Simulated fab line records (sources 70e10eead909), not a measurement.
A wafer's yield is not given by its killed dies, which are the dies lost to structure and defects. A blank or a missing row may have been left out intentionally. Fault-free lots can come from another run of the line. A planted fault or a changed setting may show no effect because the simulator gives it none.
Matching of chambers / flow nand_harc / 4 sister chambers for NHARC_P_M0_CMP_23 on cmp-03
The step polishes, t overpolish 20 s, target thk 117.53 nm. 22 wafers are shown with their chamber, then 11 later ones without.

== WAFERS PAIRED WITH THEIR CHAMBERS ==
wafer=L075.2; chamber=0; motor_current_A (A)=13.6; time_to_endpoint_s (s)=27.6
wafer=L075.5; chamber=2; motor_current_A (A)=11.2; time_to_endpoint_s (s)=28.7
wafer=L075.6; chamber=3; motor_current_A (A)=12.2; time_to_endpoint_s (s)=22.7
wafer=L079.2; chamber=1; motor_current_A (A)=11.3; time_to_endpoint_s (s)=27.9
wafer=L079.3; chamber=0; motor_current_A (A)=13.4; time_to_endpoint_s (s)=29.6
wafer=L079.4; chamber=3; motor_current_A (A)=12.8; time_to_endpoint_s (s)=26.0
wafer=L080.1; chamber=3; motor_current_A (A)=12.3; time_to_endpoint_s (s)=26.9
wafer=L080.2; chamber=2; motor_current_A (A)=11.2; time_to_endpoint_s (s)=28.5
wafer=L080.6; chamber=3; motor_current_A (A)=12.4; time_to_endpoint_s (s)=25.7
wafer=L082.2; chamber=0; motor_current_A (A)=13.0; time_to_endpoint_s (s)=29.9
wafer=L082.3; chamber=2; motor_current_A (A)=11.2; time_to_endpoint_s (s)=29.8
wafer=L082.5; chamber=1; motor_current_A (A)=11.6; time_to_endpoint_s (s)=32.0
wafer=L088.4; chamber=1; motor_current_A (A)=11.2; time_to_endpoint_s (s)=31.3
wafer=L088.5; chamber=2; motor_current_A (A)=11.0; time_to_endpoint_s (s)=31.0
wafer=L088.6; chamber=3; motor_current_A (A)=12.4; time_to_endpoint_s (s)=31.1
wafer=L085.2; chamber=0; motor_current_A (A)=12.8; time_to_endpoint_s (s)=30.3
wafer=L085.3; chamber=3; motor_current_A (A)=12.4; time_to_endpoint_s (s)=25.8
wafer=L085.5; chamber=3; motor_current_A (A)=12.1; time_to_endpoint_s (s)=26.7
wafer=L089.1; chamber=0; motor_current_A (A)=12.5; time_to_endpoint_s (s)=32.1
wafer=L089.2; chamber=2; motor_current_A (A)=11.5; time_to_endpoint_s (s)=30.8
wafer=L089.3; chamber=3; motor_current_A (A)=11.9; time_to_endpoint_s (s)=29.6
wafer=L091.2; chamber=3; motor_current_A (A)=12.4; time_to_endpoint_s (s)=25.6

SIGNATURES (means of the wafers above)
reading=motor_current_A; chamber 0=13.060; chamber 1=11.367; chamber 2=11.220; chamber 3=12.322; scatter within a chamber=0.289
reading=time_to_endpoint_s; chamber 0=29.900; chamber 1=30.400; chamber 2=29.760; chamber 3=26.678; scatter within a chamber=2.01
Rule: a wafer lies at a distance from a chamber equal to the root of the sum of squares, over the readings, of (its reading less the chamber's mean, divided by the reading's scatter). The wafer belongs to the nearest chamber; if the next one is less than 2 further off, it can't be placed. The scatter: take each reading less its chamber's mean, square it, sum over the shown wafers, divide by the number of wafers less the number of chambers, and take the root.

== WAFERS WITH NO CHAMBER GIVEN ==
wafer=L091.5; motor_current_A (A)=11.3; time_to_endpoint_s (s)=30.6
wafer=L091.6; motor_current_A (A)=12.5; time_to_endpoint_s (s)=29.0
wafer=L095.1; motor_current_A (A)=12.6; time_to_endpoint_s (s)=26.8
wafer=L095.2; motor_current_A (A)=11.2; time_to_endpoint_s (s)=29.2
wafer=L095.5; motor_current_A (A)=12.2; time_to_endpoint_s (s)=27.7
wafer=L097.1; motor_current_A (A)=11.6; time_to_endpoint_s (s)=28.0
wafer=L097.2; motor_current_A (A)=12.2; time_to_endpoint_s (s)=27.6
wafer=L097.4; motor_current_A (A)=13.3; time_to_endpoint_s (s)=28.8
wafer=L096.2; motor_current_A (A)=12.6; time_to_endpoint_s (s)=26.6
wafer=L096.3; motor_current_A (A)=12.1; time_to_endpoint_s (s)=28.2
wafer=L096.6; motor_current_A (A)=12.2; time_to_endpoint_s (s)=29.8

== WHICH CHAMBER EACH ONE RAN IN ==
wafer=L091.5; from the rows above=can't be placed: 1 or 2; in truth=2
wafer=L091.6; from the rows above=can't be placed: 3 or 0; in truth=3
wafer=L095.1; from the rows above=can't be placed: 3 or 0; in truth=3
wafer=L095.2; from the rows above=can't be placed: 2 or 1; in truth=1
wafer=L095.5; from the rows above=3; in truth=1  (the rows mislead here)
wafer=L097.1; from the rows above=can't be placed: 1 or 2 or 3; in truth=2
wafer=L097.2; from the rows above=3; in truth=3
wafer=L097.4; from the rows above=0; in truth=0
wafer=L096.2; from the rows above=can't be placed: 3 or 0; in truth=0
wafer=L096.3; from the rows above=can't be placed: 3 or 1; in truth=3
wafer=L096.6; from the rows above=can't be placed: 3 or 1 or 0 or 2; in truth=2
Correct placement for 2 of the 11. Not placeable from these rows: 8 (in 8, the candidates include the true chamber). Wrongly placed: 1.
